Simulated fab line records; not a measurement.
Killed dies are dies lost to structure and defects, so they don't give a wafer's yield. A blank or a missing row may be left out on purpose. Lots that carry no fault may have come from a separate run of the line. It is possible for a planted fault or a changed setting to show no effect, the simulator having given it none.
The same fault as seen by 2 desks :: flow nand harc :: numbers are kept per desk, each desk with only its own; the story behind them comes last

## METROLOGY DESK
Means of the sampled wafers that have a number, per lot and without regard to the tool the lot ran on: this is what the gauges read. A lot is out of limits, marked OUT, if its mean lies more than 4 standard deviations from the usual mean; the brackets give that distance.
Columns: A = overlay x nm at NHARC_HYBRID_BOND_OVL_MEAS_05, usual -2 nm; B = overlay y nm at NHARC_HYBRID_BOND_OVL_MEAS_05, usual -2 nm
lot: L297
first seen here: day 18 21:05
A: -18
B: 6

lot: L301
first seen here: day 18 21:05
A: 18
B: -25

lot: L299
first seen here: day 18 21:07
A: -29
B: -5

lot: L302
first seen here: day 19 08:45
A: -15
B: -3

lot: L300
first seen here: day 19 15:14
A: -9
B: -16

lot: L303
first seen here: day 20 20:58
A: 4
B: -18

lot: L313
first seen here: day 21 19:34
A: -22
B: -1

lot: L317
first seen here: day 23 05:13
A: -16
B: 15

lot: L316
first seen here: day 23 18:23
A: -5
B: 3

lot: L320
first seen here: day 24 04:03
A: 10
B: -0

lot: L318
first seen here: day 24 12:35
A: 6
B: -22

lot: L319
first seen here: day 24 18:46
A: -39
B: 17
Result from this desk: across the 12 lots, nothing is out of limits.

## TOOL OWNER'S DESK, pecvd-02
The tool's own readings at NHARC_P_M0_DEP_00 (deposits SiOC, target thk 150 nm): means of the sampled wafers that have a number, for each lot that ran on this tool. A lot is out of limits, marked OUT, if its mean lies more than 4 standard deviations from the usual mean; the brackets give that distance.
Columns: A = chamber pressure Torr at NHARC_P_M0_DEP_00, usual 4.999 Torr
lot: L299
first seen here: day 6 09:43
A: 4.995

lot: L300
first seen here: day 6 15:23
A: 4.998

lot: L302
first seen here: day 6 23:38
A: 4.994

lot: L303
first seen here: day 7 08:54
A: 5.004

lot: L317
first seen here: day 10 16:05
A: 4.994

lot: L318
first seen here: day 11 01:38
A: 4.995

lot: L319
first seen here: day 11 06:51
A: 5.004

lot: L320
first seen here: day 11 07:39
A: 4.997
Result from this desk: across the 8 lots, nothing is out of limits.

## BROUGHT TOGETHER
At the metrology desk, nothing out of limits was observed.
The tool owner's desk saw nothing out of limits.

## WHAT THE SIMULATOR HAD PUT IN
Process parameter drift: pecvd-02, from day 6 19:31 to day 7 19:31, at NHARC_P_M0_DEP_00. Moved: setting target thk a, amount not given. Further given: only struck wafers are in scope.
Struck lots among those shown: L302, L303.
